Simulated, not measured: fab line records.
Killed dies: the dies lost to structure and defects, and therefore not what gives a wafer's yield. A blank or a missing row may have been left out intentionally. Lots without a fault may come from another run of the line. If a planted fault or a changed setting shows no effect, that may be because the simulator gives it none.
Matching of chambers / flow nand_harc / NHARC_THIN_TSV_DESCUM_14 on rie_diel-10: 4 sister chambers
The step chemistry O2, time 3 s. 8 wafers are shown with their chamber, then 7 later ones without.

## WAFERS PAIRED WITH THEIR CHAMBERS
wafer=L533.5; chamber=3; showerhead_plenum_p_Torr (Torr)=1.83; throttle_valve_pct (%)=11.304
wafer=L539.3; chamber=1; showerhead_plenum_p_Torr (Torr)=1.89; throttle_valve_pct (%)=11.320
wafer=L539.5; chamber=3; showerhead_plenum_p_Torr (Torr)=1.83; throttle_valve_pct (%)=11.314
wafer=L539.6; chamber=2; showerhead_plenum_p_Torr (Torr)=1.92; throttle_valve_pct (%)=11.320
wafer=L540.1; chamber=2; showerhead_plenum_p_Torr (Torr)=1.91; throttle_valve_pct (%)=11.320
wafer=L540.4; chamber=0; showerhead_plenum_p_Torr (Torr)=1.85; throttle_valve_pct (%)=11.298
wafer=L540.5; chamber=1; showerhead_plenum_p_Torr (Torr)=1.89; throttle_valve_pct (%)=11.329
wafer=L541.1; chamber=0; showerhead_plenum_p_Torr (Torr)=1.85; throttle_valve_pct (%)=11.298

## WAFERS MISSING THEIR CHAMBER
wafer=L541.5; showerhead_plenum_p_Torr (Torr)=1.91; throttle_valve_pct (%)=11.308
wafer=L541.6; showerhead_plenum_p_Torr (Torr)=1.83; throttle_valve_pct (%)=11.327
wafer=L544.1; showerhead_plenum_p_Torr (Torr)=1.91; throttle_valve_pct (%)=11.295
wafer=L544.3; showerhead_plenum_p_Torr (Torr)=1.85; throttle_valve_pct (%)=11.306
wafer=L554.1; showerhead_plenum_p_Torr (Torr)=1.85; throttle_valve_pct (%)=11.323
wafer=L554.5; showerhead_plenum_p_Torr (Torr)=1.85; throttle_valve_pct (%)=11.307
wafer=L554.6; showerhead_plenum_p_Torr (Torr)=1.89; throttle_valve_pct (%)=11.324

## WHICH CHAMBER EACH WENT THROUGH
wafer=L541.5; from the rows above=2; in truth=2
wafer=L541.6; from the rows above=3; in truth=3
wafer=L544.1; from the rows above=2; in truth=2
wafer=L544.3; from the rows above=0; in truth=0
wafer=L554.1; from the rows above=can't be placed: 0 or 3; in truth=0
wafer=L554.5; from the rows above=0; in truth=0
wafer=L554.6; from the rows above=1; in truth=1
Placed correctly: 6 of 7. Unplaceable from these rows: 1, with the true chamber sitting among the candidates in 1. Wrongly placed: 0.
How it was worked out, from the rows above alone: a wafer's distance from a chamber is the root of the sum, over the readings, of the square of ((its reading less the chamber's mean) divided by the reading's scatter). If the next closest chamber is less than 2 further off than the closest, the wafer can't be placed; otherwise it belongs to the closest. Each chamber's mean is taken over the wafers shown for it. The scatter is the square root of a quotient: the sum, over the shown wafers, of each reading's squared deviation from its chamber's mean, divided by wafers minus chambers.
